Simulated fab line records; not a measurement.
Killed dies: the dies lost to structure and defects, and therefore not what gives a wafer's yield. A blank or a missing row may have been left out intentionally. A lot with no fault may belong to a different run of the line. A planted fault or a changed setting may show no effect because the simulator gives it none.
Comparing a struck lot with a sound one ; flow nandHarc ; 42 steps out of a route of 1159
Sound: wafers L595.2, L595.4, L595.5. Struck: wafers L599.3, L599.6 (left out: L599.4, a lot-mate that was not struck); the cause follows at the end.
Each step with rows lists, per side, the tool, then ch with its chambers, then its first start. Under that, the readings that differ: sound wafers ; struck wafers ; difference of the means ; sigmas: that difference in standard deviations of wafers without a fault.
alike: same words and numbers on both sides, and readings whose means sit less than 2 such deviations apart. not compared: any withheld reading, any reading some wafer has no value for, any bound like >300 that may hide the same value, and any number with overlapping values for which the record gives no deviation.
A row with sigmas, a row that says differs or no value, or rows on one side alone: a step with any of these is where the two part. Non-overlapping numbers with no deviation appear without sigmas and do not part them. Lack of a reading on every wafer of one side parts them only where that side has two or more wafers.

first, 8 steps without rows for these wafers: NHARC_P_GATE_DEHYDRATE_51 (time 120 s); NHARC_P_GATE_HMDS_52 (time 30 s); NHARC_P_GATE_COAT_53; NHARC_P_GATE_SOFTBAKE_54 (time 95 s); NHARC_P_GATE_EBR_55; NHARC_P_GATE_EXPOSE_56 (exposes mask P PSD, target cd 720 nm); NHARC_P_GATE_PEB_57 (peb time 85 s); NHARC_P_GATE_DEVELOP_58 (time 70 s).
NHARC_P_GATE_CD_MEAS_59 targets a cd of 720 nm.
  sound on cdSem-03 ch 0, day 6 07:02; struck on cdSem-02 ch 0, day 7 18:37
  alike: cdNm
then, 1 step without rows for these wafers: NHARC_P_GATE_HARDBAKE_60 (time 80 s).
NHARC_P_GATE_DESCUM_61: chemistry O2, time 3 s.
  sound on rieDiel-07 ch 1,2, day 6 07:13; struck on rieDiel-07 ch 0,1, day 7 18:46
  alike: chamberPressureMTorr, drypumpMotorCurrentA, oesProductAu, rfVppV, showerheadPlenumPTorr, throttleValvePct
  not compared: rfHoursCounterH
then, 1 step without rows for these wafers: NHARC_P_GATE_IMPLANT_62.
NHARC_P_GATE_STRIP_112: strips in N2/H2, time 200 s.
  sound on plasmaAsher-02 ch 1, day 6 07:37; struck on plasmaAsher-02 ch 1, day 7 19:14
  alike: drypumpMotorCurrentA, heaterPowerW
  not compared: rfHoursCounterH
then, 10 steps without rows for these wafers: NHARC_P_GATE_STRIP_76 (strips in O2); NHARC_P_GATE_STRIP_63 (strips in SPM, time 900 s); NHARC_P_GATE_DEHYDRATE_83 (time 120 s); NHARC_P_GATE_HMDS_84 (time 30 s); NHARC_P_GATE_COAT_85; NHARC_P_GATE_SOFTBAKE_86 (time 95 s); NHARC_P_GATE_EBR_87; NHARC_P_GATE_EXPOSE_88 (exposes mask P HVN, target cd 2000 nm); NHARC_P_GATE_PEB_89 (peb time 85 s); NHARC_P_GATE_DEVELOP_90 (time 70 s).
NHARC_P_GATE_CD_MEAS_91 targets a cd of 2000 nm.
  sound on cdSem-02 ch 0, day 6 08:46; struck on cdSem-02 ch 0, day 7 20:13
  alike: cdNm
then, 4 steps without rows for these wafers: NHARC_P_GATE_HARDBAKE_92 (time 80 s); NHARC_P_GATE_DESCUM_93 (chemistry O2, time 3 s); NHARC_P_GATE_IMPLANT_94; NHARC_P_GATE_STRIP_113 (strips in N2/H2, time 740 s).
NHARC_P_GATE_STRIP_95: strips in O2.
  sound on plasmaAsher-01 ch 0,1, day 6 10:00; struck on plasmaAsher-01 ch 0,1, day 7 21:28
  alike: drypumpMotorCurrentA, heaterPowerW
  not compared: rfHoursCounterH
then, 1 step without rows for these wafers: NHARC_P_GATE_STRIP_96 (strips in SPM, time 900 s).
NHARC_P_GATE_RTA_64: time 1 s.
  sound on rtpAnneal-02 ch 0, day 6 10:35; struck on rtpAnneal-02 ch 0, day 7 22:05
  alike: lampPowerPct, lamp_zone_4_pct, wafer_temp_C_max
then, 7 steps without rows for these wafers: NHARC_P_GATE_ETCH_77 (etches SiO2 in dHF, target depth 6 nm); NHARC_P_GATE_DEGAS_109 (time 60 s); NHARC_P_GATE_PRE_CLEAN_110 (time 30 s); NHARC_P_GATE_SPUTTER_78 (material Ni, target thk 10 nm); NHARC_P_GATE_SPUTTER_79 (material TiN, target thk 10 nm); NHARC_P_GATE_RTA_80 (time 30 s); NHARC_P_GATE_STRIP_67 (strips in SPM, time 600 s).
NHARC_P_GATE_RTA_82: time 30 s.
  sound on rtpAnneal-02 ch 0, day 6 11:46; struck on rtpAnneal-02 ch 0, day 7 23:08
  alike: lampPowerPct, lamp_zone_4_pct, wafer_temp_C_max
NHARC_P_GATE_INSPECT_68:
  sound: defectInspect-02 at day 6 11:58; struck: defectInspect-01 at day 7 23:17
reading;sound;struck;difference;sigmas
rawDefectCount;402 260 251;1249 1019;+830;+11
NHARC_P_CONTACT_DEP_30: deposits SiNx, target thk 30 nm.
  sound on pecvd-04 ch 0,2, day 6 12:02; struck on pecvd-04 ch 0,1, day 7 23:23
  alike: heaterPowerW
-- the record jumps here: 14 days lie between the struck wafers' starts before and after (it left off in module P_CONTACT and takes up again in module END, whose first step shown is number 1159 of the route) --
NHARC_END_SORT_01:
  sound on prober-01 ch 0, day 20 01:22; struck on prober-02 ch 0, day 21 12:05
reading;sound;struck;difference;sigmas
killedAtPeriphery;1 2 3;75 63;+67;+29
killedDies;22 22 29;90 75;+58;+5
  alike: killedAtArray, killedAtOther, killedOpen, killedShort

WHERE THEY PART
At NHARC_P_GATE_INSPECT_68 first; at NHARC_END_SORT_01 last (within this record only).

WHY: what the simulator had put in
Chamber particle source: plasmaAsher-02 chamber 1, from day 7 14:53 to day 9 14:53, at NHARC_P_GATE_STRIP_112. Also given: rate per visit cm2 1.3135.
